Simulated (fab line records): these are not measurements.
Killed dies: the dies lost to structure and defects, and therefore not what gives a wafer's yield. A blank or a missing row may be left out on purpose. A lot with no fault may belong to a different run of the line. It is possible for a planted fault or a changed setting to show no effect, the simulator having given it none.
Tool commonality check ; flow nand harc ; 12 lots and 36 wafers in the sample

WHY IT WAS OPENED
On 2 of the 12 lots, a flag is raised at NHARC_A_BLC_INSPECT_12 on the reading raw defect count. Wafers without a fault read 90, standard deviation 35.
Rule: a lot gets a flag if all its wafers with a number sit over 4 standard deviations from that mean, or if no wafer of it has a number. The rest of the lots are taken to be sound.

lot;measured;on;raw defect count, wafer by wafer;flag
L823;day 23 00:43;defect inspect-02;92 92 87;
L826;day 23 19:53;defect inspect-01;70 80 65;
L825;day 23 22:25;defect inspect-02;152 162 170;
L827;day 24 12:41;defect inspect-02;65 85 77;
L829;day 25 16:51;defect inspect-01;67 80 68;
L836;day 28 12:47;defect inspect-01;523 539 487;FLAGGED
L838;day 28 19:14;defect inspect-01;535 499 539;FLAGGED
L843;day 30 13:03;defect inspect-02;75 75 63;
L842;day 30 14:23;defect inspect-02;135 130 123;
L844;day 31 13:36;defect inspect-01;78 89 82;
L845;day 31 21:16;defect inspect-01;100 74 100;
L846;day 31 22:41;defect inspect-02;92 64 88;
Average over the flagged lots: 520; offset from the usual +430, equal to +12 standard deviations.

WHICH TOOL RAN EACH LOT
The record holds 3 process steps before the reading, out of a route of 1302 steps. Every cell lists first the tool, next ch and the chambers used by the sampled wafers, and last the start.
lot;flag;NHARC_A_CONTACT_ETCH_135;NHARC_A_CONTACT_ETCH_137;NHARC_A_CONTACT_CMP_20
L823;;har cap etch-03 ch 0,1, day 22 19:38;har cap etch-03 ch 0,1, day 22 20:10;cmp-04 ch 0,1,3, day 22 23:43
L826;;har cap etch-03 ch 1, day 23 14:58;har cap etch-03 ch 1, day 23 15:31;cmp-02 ch 2,3, day 23 18:58
L825;;har cap etch-02 ch 0,1, day 23 17:31;har cap etch-02 ch 0,1, day 23 18:04;cmp-02 ch 0,1,2, day 23 21:26
L827;;har cap etch-02 ch 0,1, day 24 07:56;har cap etch-02 ch 0,1, day 24 08:28;cmp-02 ch 0,2,3, day 24 11:47
L829;;har cap etch-01 ch 0,1, day 25 11:57;har cap etch-01 ch 0,1, day 25 12:30;cmp-02 ch 1,2,3, day 25 15:57
L836;FLAGGED;har cap etch-03 ch 0,1, day 28 07:42;har cap etch-03 ch 0,1, day 28 08:15;cmp-03 ch 0,1, day 28 11:44
L838;FLAGGED;har cap etch-02 ch 0,1, day 28 14:17;har cap etch-02 ch 0,1, day 28 14:49;cmp-03 ch 1,2, day 28 18:20
L843;;har cap etch-01 ch 0,1, day 30 08:07;har cap etch-01 ch 0,1, day 30 08:40;cmp-02 ch 0,1,3, day 30 12:02
L842;;har cap etch-02 ch 0,1, day 30 09:29;har cap etch-02 ch 0,1, day 30 10:02;cmp-02 ch 0,1,3, day 30 13:28
L844;;har cap etch-02 ch 0,1, day 31 08:05;har cap etch-02 ch 0,1, day 31 08:37;cmp-02 ch 0,2,3, day 31 12:43
L845;;har cap etch-03 ch 0, day 31 15:55;har cap etch-03 ch 0, day 31 16:28;cmp-03 ch 0,1,2, day 31 20:17
L846;;har cap etch-03 ch 0,1, day 31 17:47;har cap etch-03 ch 0,1, day 31 18:20;cmp-04 ch 0,1,2, day 31 21:38
What the steps here do:
- NHARC_A_CONTACT_ETCH_135: etches the open film in C4F8/O2/Ar, time 311 s, target depth 1912 nm.
- NHARC_A_CONTACT_ETCH_137: etches the open film in C4F8/O2/Ar, time 311 s, target depth 1912 nm.
- NHARC_A_CONTACT_CMP_20: polishes, t overpolish 30 s, target thk 300 nm.
- NHARC_A_BLC_INSPECT_12

FLAGGED AGAINST TOTAL, ONE TOOL AT A TIME (gauges that did the reading follow at the end)
step;tool;lots run;flagged;share of the flagged lots;sound lots run after its first flagged lot
NHARC_A_CONTACT_ETCH_135;har cap etch-01;2;0;none;-
NHARC_A_CONTACT_ETCH_135;har cap etch-02;5;1;some;2 (L842,L844)
NHARC_A_CONTACT_ETCH_135;har cap etch-03;5;1;some;2 (L845,L846)
NHARC_A_CONTACT_ETCH_137;har cap etch-01;2;0;none;-
NHARC_A_CONTACT_ETCH_137;har cap etch-02;5;1;some;2 (L842,L844)
NHARC_A_CONTACT_ETCH_137;har cap etch-03;5;1;some;2 (L845,L846)
NHARC_A_CONTACT_CMP_20;cmp-02;7;0;none;-
NHARC_A_CONTACT_CMP_20;cmp-03;3;2;all;1 (L845)
NHARC_A_CONTACT_CMP_20;cmp-04;2;0;none;-
NHARC_A_BLC_INSPECT_12;defect inspect-01;6;2;all;2 (L844,L845)
NHARC_A_BLC_INSPECT_12;defect inspect-02;6;0;none;-

THE TABLE: WHAT IT ALLOWS
In 2 table rows, all flagged lots were run: cmp-03 (NHARC_A_CONTACT_CMP_20), defect inspect-01 (NHARC_A_BLC_INSPECT_12).
- cmp-03 at NHARC_A_CONTACT_CMP_20 ran 3 lots, 2 of them flagged. Sound lots ran on it after the first flagged one (L845), which a lasting fault on the whole tool wouldn't allow.
- defect inspect-01 at NHARC_A_BLC_INSPECT_12 ran 6 lots, 2 of them flagged. Sound lots ran on it after the first flagged one (L844, L845), which a lasting fault on the whole tool wouldn't allow.
None of the table's rows ran every flagged lot and, after the first, no sound lot.

WHAT WAS PUT IN BY THE SIMULATOR
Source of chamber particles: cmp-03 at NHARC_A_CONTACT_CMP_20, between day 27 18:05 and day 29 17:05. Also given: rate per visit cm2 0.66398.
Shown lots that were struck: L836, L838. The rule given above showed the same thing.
